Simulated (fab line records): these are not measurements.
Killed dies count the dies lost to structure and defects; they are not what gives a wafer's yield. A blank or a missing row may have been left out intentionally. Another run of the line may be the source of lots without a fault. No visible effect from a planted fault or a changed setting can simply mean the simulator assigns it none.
The tool behind it: which one? / flow n5_finfet / 24 lots (72 wafers sampled), 1 step of a 1938-step route

## WHAT THE GAUGES SHOWED, per wafer
N5_BEOL_M1_INSPECT_30: inspects for defects (brightfield).
lot=L074; measured=day 6 04:17; on=defect_inspect-01; raw_defect_count=253 313 383
lot=L075; measured=day 6 10:22; on=defect_inspect-02; raw_defect_count=595 503 604
lot=L076; measured=day 6 15:28; on=defect_inspect-01; raw_defect_count=558 492 330
lot=L077; measured=day 6 19:36; on=defect_inspect-01; raw_defect_count=316 534 402
lot=L078; measured=day 7 02:19; on=defect_inspect-02; raw_defect_count=345 453 395
lot=L079; measured=day 7 07:07; on=defect_inspect-02; raw_defect_count=411 510 493
lot=L080; measured=day 7 10:17; on=defect_inspect-01; raw_defect_count=403 442 342
lot=L081; measured=day 7 18:24; on=defect_inspect-01; raw_defect_count=369 479 662
lot=L082; measured=day 8 12:19; on=defect_inspect-01; raw_defect_count=535 479 451
lot=L083; measured=day 8 13:16; on=defect_inspect-02; raw_defect_count=470 508 444
lot=L084; measured=day 8 14:45; on=defect_inspect-01; raw_defect_count=439 343 310
lot=L085; measured=day 8 20:43; on=defect_inspect-02; raw_defect_count=517 571 612
lot=L086; measured=day 9 10:31; on=defect_inspect-01; raw_defect_count=597 584 571
lot=L087; measured=day 9 12:22; on=defect_inspect-01; raw_defect_count=727 903 510
lot=L088; measured=day 9 13:10; on=defect_inspect-02; raw_defect_count=450 411 532
lot=L089; measured=day 9 23:36; on=defect_inspect-01; raw_defect_count=385 267 379
lot=L090; measured=day 10 06:55; on=defect_inspect-01; raw_defect_count=578 385 377
lot=L091; measured=day 10 09:40; on=defect_inspect-01; raw_defect_count=396 395 462
lot=L092; measured=day 10 17:22; on=defect_inspect-01; raw_defect_count=388 316 336
lot=L093; measured=day 10 22:40; on=defect_inspect-01; raw_defect_count=220 391 239
lot=L094; measured=day 11 03:31; on=defect_inspect-02; raw_defect_count=473 426 411
lot=L095; measured=day 11 09:20; on=defect_inspect-01; raw_defect_count=342 314 404
lot=L096; measured=day 11 15:29; on=defect_inspect-02; raw_defect_count=414 548 401
lot=L097; measured=day 11 20:07; on=defect_inspect-01; raw_defect_count=610 591 503

## TOOL THAT RAN EACH LOT (tool first, then ch and the chambers of the sampled wafers, then the start)
The record holds no process step before these readings.

## AS READ BY THE TOOLS THEMSELVES (means over the sampled wafers that have a number; for cases with no such wafer, the mark the record gives instead)
The record holds no such reading with a usual standard deviation.

## THE ANSWER, worked out from the rows above alone
Rule: the usual values come from the lots themselves. Put in order of their means at a reading, lots are off if they are a third of the lots or fewer, leave a main group of 4 or more, and stand apart from it by a gap of 3 or more times the standard deviation of the main group's means; of several such gaps the widest counts. Not used: any main group whose means are identical at the precision the tables above print for the reading. Also off: a lot with no number at a reading for which 4 or more lots have one. All remaining lots with rows at the step are treated as sound. First the gauges in route order, then the tools' own readings, where a lot's mean is used as printed above. The first step at which some lot is off is used, and at that step the reading that is off furthest; a lot without a number counts as furthest.
None of the lots is off at any reading shown; this tells nothing.

## WHAT THE SIMULATOR HAD INSERTED
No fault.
